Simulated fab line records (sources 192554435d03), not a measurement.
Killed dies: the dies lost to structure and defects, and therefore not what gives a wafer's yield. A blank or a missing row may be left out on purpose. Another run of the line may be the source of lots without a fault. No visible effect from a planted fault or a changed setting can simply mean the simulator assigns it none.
Which tool is to blame? / flow n5_finfet / Sampling: 24 lots, 72 wafers, 2 of 1938 route steps

== WHAT THE GAUGES READ, wafer by wafer ==
N5_BEOL_M10_CD_MEAS_11 targets a cd of 64.1 nm.
lot=L074; measured=day 9 19:59; on=cd_sem-02; cd_nm (nm)=64.7 65.0 65.2
lot=L075; measured=day 10 02:13; on=cd_sem-02; cd_nm (nm)=65.2 64.7 64.6
lot=L076; measured=day 10 03:10; on=cd_sem-01; cd_nm (nm)=64.9 64.2 64.2
lot=L078; measured=day 10 08:04; on=cd_sem-03; cd_nm (nm)=64.4 63.9 64.1
lot=L077; measured=day 10 11:11; on=cd_sem-02; cd_nm (nm)=64.3 64.4 64.7
lot=L079; measured=day 11 06:37; on=cd_sem-01; cd_nm (nm)=64.1 64.3 64.2
lot=L080; measured=day 11 17:29; on=cd_sem-03; cd_nm (nm)=64.4 64.9 64.7
lot=L083; measured=day 12 06:16; on=cd_sem-02; cd_nm (nm)=64.1 64.7 64.7
lot=L084; measured=day 12 06:28; on=cd_sem-03; cd_nm (nm)=63.8 63.8 63.6
lot=L081; measured=day 12 06:34; on=cd_sem-02; cd_nm (nm)=64.3 64.6 64.2
lot=L082; measured=day 12 08:35; on=cd_sem-01; cd_nm (nm)=64.5 63.5 64.5
lot=L087; measured=day 12 09:38; on=cd_sem-02; cd_nm (nm)=64.2 63.9 65.1
lot=L085; measured=day 12 12:10; on=cd_sem-03; cd_nm (nm)=64.5 64.3 64.4
lot=L086; measured=day 12 13:10; on=cd_sem-03; cd_nm (nm)=64.2 64.1 64.3
lot=L090; measured=day 13 22:15; on=cd_sem-01; cd_nm (nm)=64.0 64.4 64.7
lot=L089; measured=day 13 22:27; on=cd_sem-03; cd_nm (nm)=64.2 64.0 65.2
lot=L088; measured=day 13 22:49; on=cd_sem-03; cd_nm (nm)=63.7 64.2 63.8
lot=L091; measured=day 14 11:18; on=cd_sem-02; cd_nm (nm)=64.3 64.4 64.5
lot=L092; measured=day 14 11:32; on=cd_sem-02; cd_nm (nm)=64.1 63.9 63.9
lot=L093; measured=day 14 17:57; on=cd_sem-01; cd_nm (nm)=64.0 64.2 64.8
lot=L095; measured=day 15 01:47; on=cd_sem-01; cd_nm (nm)=64.7 64.4 64.4
lot=L094; measured=day 15 07:53; on=cd_sem-02; cd_nm (nm)=64.2 65.0 63.4
lot=L097; measured=day 15 16:01; on=cd_sem-01; cd_nm (nm)=63.9 63.7 64.1
lot=L096; measured=day 16 09:40; on=cd_sem-03; cd_nm (nm)=64.0 64.3 64.7

== WHICH TOOL RAN EACH LOT (tool, then ch and the chambers of the sampled wafers, then the start) ==
lot=L074; N5_BEOL_M10_PECVD_70=pecvd-03 ch 0,1, day 9 19:08
lot=L075; N5_BEOL_M10_PECVD_70=pecvd-04 ch 0,1, day 10 00:59
lot=L076; N5_BEOL_M10_PECVD_70=pecvd-04 ch 0,1,2, day 10 01:46
lot=L078; N5_BEOL_M10_PECVD_70=pecvd-04 ch 0,1, day 10 06:15
lot=L077; N5_BEOL_M10_PECVD_70=pecvd-04 ch 0,1,2, day 10 09:46
lot=L079; N5_BEOL_M10_PECVD_70=pecvd-02 ch 0,2, day 11 04:07
lot=L080; N5_BEOL_M10_PECVD_70=pecvd-02 ch 0,1, day 11 15:56
lot=L083; N5_BEOL_M10_PECVD_70=pecvd-04 ch 0,1,2, day 12 04:16
lot=L084; N5_BEOL_M10_PECVD_70=pecvd-02 ch 0,2, day 12 05:12
lot=L081; N5_BEOL_M10_PECVD_70=pecvd-04 ch 0,1, day 12 05:20
lot=L082; N5_BEOL_M10_PECVD_70=pecvd-02 ch 0,1,2, day 12 07:47
lot=L087; N5_BEOL_M10_PECVD_70=pecvd-04 ch 1,2, day 12 09:04
lot=L085; N5_BEOL_M10_PECVD_70=pecvd-04 ch 0,1,2, day 12 09:33
lot=L086; N5_BEOL_M10_PECVD_70=pecvd-03 ch 0,1,2, day 12 12:34
lot=L090; N5_BEOL_M10_PECVD_70=pecvd-02 ch 0,1,2, day 13 20:38
lot=L089; N5_BEOL_M10_PECVD_70=pecvd-04 ch 0,1,2, day 13 21:10
lot=L088; N5_BEOL_M10_PECVD_70=pecvd-03 ch 0,1, day 13 22:05
lot=L091; N5_BEOL_M10_PECVD_70=pecvd-04 ch 1,2, day 14 08:17
lot=L092; N5_BEOL_M10_PECVD_70=pecvd-03 ch 0,1,2, day 14 08:35
lot=L093; N5_BEOL_M10_PECVD_70=pecvd-03 ch 0,1, day 14 17:02
lot=L095; N5_BEOL_M10_PECVD_70=pecvd-02 ch 1,2, day 15 00:28
lot=L094; N5_BEOL_M10_PECVD_70=pecvd-04 ch 1,2, day 15 05:20
lot=L097; N5_BEOL_M10_PECVD_70=pecvd-02 ch 0,1,2, day 15 13:33
lot=L096; N5_BEOL_M10_PECVD_70=pecvd-04 ch 1,2, day 16 08:13
- N5_BEOL_M10_PECVD_70: deposits SiO2 from TEOS/O2, target thk 20 nm, time 22.7 s.

== WHAT THE TOOLS THEMSELVES READ (means of the sampled wafers that have a number; where no wafer has one, the mark that the record gives instead) ==
N5_BEOL_M10_PECVD_70.
lot=L074; tool=pecvd-03; heater_power_w (W)=755; showerhead_plenum_p_Torr (Torr)=8.85; throttle_valve_pct (%)=22.5
lot=L075; tool=pecvd-04; heater_power_w (W)=704; showerhead_plenum_p_Torr (Torr)=8.73; throttle_valve_pct (%)=23.2
lot=L076; tool=pecvd-04; heater_power_w (W)=730; showerhead_plenum_p_Torr (Torr)=8.77; throttle_valve_pct (%)=22.6
lot=L078; tool=pecvd-04; heater_power_w (W)=781; showerhead_plenum_p_Torr (Torr)=8.77; throttle_valve_pct (%)=23.1
lot=L077; tool=pecvd-04; heater_power_w (W)=737; showerhead_plenum_p_Torr (Torr)=8.80; throttle_valve_pct (%)=22.4
lot=L079; tool=pecvd-02; heater_power_w (W)=800; showerhead_plenum_p_Torr (Torr)=8.80; throttle_valve_pct (%)=22.4
lot=L080; tool=pecvd-02; heater_power_w (W)=675; showerhead_plenum_p_Torr (Torr)=8.76; throttle_valve_pct (%)=22.1
lot=L083; tool=pecvd-04; heater_power_w (W)=799; showerhead_plenum_p_Torr (Torr)=8.79; throttle_valve_pct (%)=22.5
lot=L084; tool=pecvd-02; heater_power_w (W)=729; showerhead_plenum_p_Torr (Torr)=8.81; throttle_valve_pct (%)=21.7
lot=L081; tool=pecvd-04; heater_power_w (W)=757; showerhead_plenum_p_Torr (Torr)=8.77; throttle_valve_pct (%)=23.3
lot=L082; tool=pecvd-02; heater_power_w (W)=716; showerhead_plenum_p_Torr (Torr)=8.78; throttle_valve_pct (%)=21.8
lot=L087; tool=pecvd-04; heater_power_w (W)=773; showerhead_plenum_p_Torr (Torr)=8.79; throttle_valve_pct (%)=22.0
lot=L085; tool=pecvd-04; heater_power_w (W)=760; showerhead_plenum_p_Torr (Torr)=8.80; throttle_valve_pct (%)=22.6
lot=L086; tool=pecvd-03; heater_power_w (W)=786; showerhead_plenum_p_Torr (Torr)=8.80; throttle_valve_pct (%)=22.4
lot=L090; tool=pecvd-02; heater_power_w (W)=714; showerhead_plenum_p_Torr (Torr)=8.78; throttle_valve_pct (%)=21.7
lot=L089; tool=pecvd-04; heater_power_w (W)=781; showerhead_plenum_p_Torr (Torr)=8.79; throttle_valve_pct (%)=22.6
lot=L088; tool=pecvd-03; heater_power_w (W)=764; showerhead_plenum_p_Torr (Torr)=8.82; throttle_valve_pct (%)=22.7
lot=L091; tool=pecvd-04; heater_power_w (W)=694; showerhead_plenum_p_Torr (Torr)=8.76; throttle_valve_pct (%)=22.4
lot=L092; tool=pecvd-03; heater_power_w (W)=829; showerhead_plenum_p_Torr (Torr)=8.80; throttle_valve_pct (%)=22.6
lot=L093; tool=pecvd-03; heater_power_w (W)=718; showerhead_plenum_p_Torr (Torr)=8.86; throttle_valve_pct (%)=22.5
lot=L095; tool=pecvd-02; heater_power_w (W)=626; showerhead_plenum_p_Torr (Torr)=8.79; throttle_valve_pct (%)=21.4
lot=L094; tool=pecvd-04; heater_power_w (W)=690; showerhead_plenum_p_Torr (Torr)=8.80; throttle_valve_pct (%)=21.9
lot=L097; tool=pecvd-02; heater_power_w (W)=647; showerhead_plenum_p_Torr (Torr)=8.78; throttle_valve_pct (%)=22.0
lot=L096; tool=pecvd-04; heater_power_w (W)=728; showerhead_plenum_p_Torr (Torr)=8.80; throttle_valve_pct (%)=22.0

== THE ANSWER, worked out from the rows above alone ==
Rule: usual is defined by the lots themselves. The widest of any qualifying gaps counts: lots, ordered by their means at a reading, are off when they make up no more than a third of the lots, leave a main group of 4 or more, and stand apart from it by 3 or more times the standard deviation of that group's means. A main group is skipped when, at the precision printed for the reading in the tables above, its means are all equal. Also off: a lot with no number at a reading for which 4 or more lots have one. Where the step has rows for the other lots, those lots are counted as sound. After the gauges, taken in route order, come the tools' own readings; for these a lot's mean is taken, as printed above. The first step at which some lot is off is used, and at that step the reading that is off furthest; a lot without a number counts as furthest.
No lot is off on any of the readings shown, so nothing can be concluded from this.

== WHAT THE SIMULATOR HAD INSERTED ==
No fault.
